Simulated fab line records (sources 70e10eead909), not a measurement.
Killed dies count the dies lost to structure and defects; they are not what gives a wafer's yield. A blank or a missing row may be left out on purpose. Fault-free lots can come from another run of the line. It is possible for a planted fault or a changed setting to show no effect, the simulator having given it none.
Comparing a struck lot with a sound one || flow nand-harc || 15 steps out of a route of 1302
Sound: the wafers L959.1, L959.2, L959.6. Wafers L947.2, L947.5, L947.6 were the ones struck. Last of all comes the cause.
Each step with rows lists, per side, the tool, then ch with its chambers, then its first start. Under that, the readings that differ: sound wafers || struck wafers || difference of the means || sigmas: that difference in standard deviations of wafers without a fault.
alike: same words and numbers on both sides, and readings whose means sit less than 2 such deviations apart. not compared: any withheld reading, any reading some wafer has no value for, any bound like >300 that may hide the same value, and any number with overlapping values for which the record gives no deviation.
Wherever a step has rows on one side only, a row that says differs or no value, or a row with sigmas, the two part there. Non-overlapping numbers with no deviation appear without sigmas and do not part them. A reading that every wafer of one side lacks parts them only if that side has two wafers or more.

first, 1 step without rows for these wafers: NHARC_A_CHANNEL_HOLE_D1_ETCH_44 (etches the open film in CF4/O2, target depth 140 nm, overetch 14 nm, time 77 s).
NHARC_A_CHANNEL_HOLE_D1_STRIP_27: strips in O2.
  sound on rie-diel-03 ch 1,3; struck on rie-diel-12 ch 0,2,3
  alike: drypump-motor-current-A, oes-product-au, rf-vpp-V, showerhead-plenum-p-Torr, throttle-valve-pct
  not compared: rf-hours-counter-h
then, 2 steps without rows for these wafers: NHARC_A_CHANNEL_HOLE_D1_PRECLEAN_28 (cleans in SC1); NHARC_A_CHANNEL_HOLE_D1_SRD_29.
NHARC_A_CHANNEL_HOLE_D1_CD_MEAS_30:
  sound on cd-sem-03 at day 15 06:11; struck on cd-sem-03 at day 10 05:51
  alike: cd-nm
NHARC_A_CHANNEL_HOLE_D1_XSEM_31:
  sound on xsem-01 ch 0, day 15 06:16; struck on xsem-01 ch 0, day 10 05:56
  alike: bot-cd-nm, bow-nm, tilt-deg
NHARC_A_CHANNEL_HOLE_D1_INSPECT_40:
  sound on defect-inspect-01 at day 15 06:22; struck on defect-inspect-01 at day 10 06:02
  alike: raw-defect-count
then, 3 steps without rows for these wafers: NHARC_A_CHANNEL_FILL_D1_PRECLEAN_00 (cleans in SC1); NHARC_A_CHANNEL_FILL_D1_SRD_01; NHARC_A_CHANNEL_FILL_D1_ALD_02 (deposits SiO2, target thk 6 nm, pulse time 10 s, ald cycles 60).
NHARC_A_CHANNEL_FILL_D1_ALD_03: deposits SiNx, target thk 6 nm, pulse time 60 s, ald cycles 58.
  sound on ald-sin-batch-02 ch 0; struck on ald-sin-batch-01 ch 0
  alike: ald-cycles, precursor-pulse-height-rel
NHARC_A_CHANNEL_FILL_D1_ALD_14: deposits SiO2, target thk 2.5 nm, pulse time 10 s, ald cycles 25.
  sound on ald-hk-04 ch 0,1,3, day 15 13:38; struck on ald-hk-01 ch 0,2,3, day 10 14:31
  alike: ald-cycles, heater-power-w, precursor-pulse-height-rel
NHARC_A_CHANNEL_FILL_D1_ALD_15: deposits SiNx, target thk 2 nm, pulse time 60 s, ald cycles 19.
  sound on ald-sin-batch-01 ch 0, day 15 16:41; struck on ald-sin-batch-01 ch 0, day 10 15:00
{"reading": "ald-cycles", "sound": "19 19 19", "struck": "21 21 21", "difference": "+2", "sigmas": ""}
  alike: precursor-pulse-height-rel
NHARC_A_CHANNEL_FILL_D1_ALD_16: deposits SiO2, target thk 1.5 nm, pulse time 10 s, ald cycles 15.
  sound on ald-hk-03 ch 0,2,3, day 15 18:47; struck on ald-hk-01 ch 0,1, day 10 17:46
{"reading": "heater-power-w (W)", "sound": "487 532 544", "struck": "387 416 399", "difference": -120, "sigmas": -2}
  alike: ald-cycles, precursor-pulse-height-rel
NHARC_END_SORT_01:
  the record has rows for the sound wafers here (prober-01 ch 0, day 30 14:59) and none for the struck ones

== WHERE THEY PART ==
Last at NHARC_END_SORT_01 as far as this record goes, first at NHARC_A_CHANNEL_FILL_D1_ALD_16.

WHY: whatever the simulator had introduced
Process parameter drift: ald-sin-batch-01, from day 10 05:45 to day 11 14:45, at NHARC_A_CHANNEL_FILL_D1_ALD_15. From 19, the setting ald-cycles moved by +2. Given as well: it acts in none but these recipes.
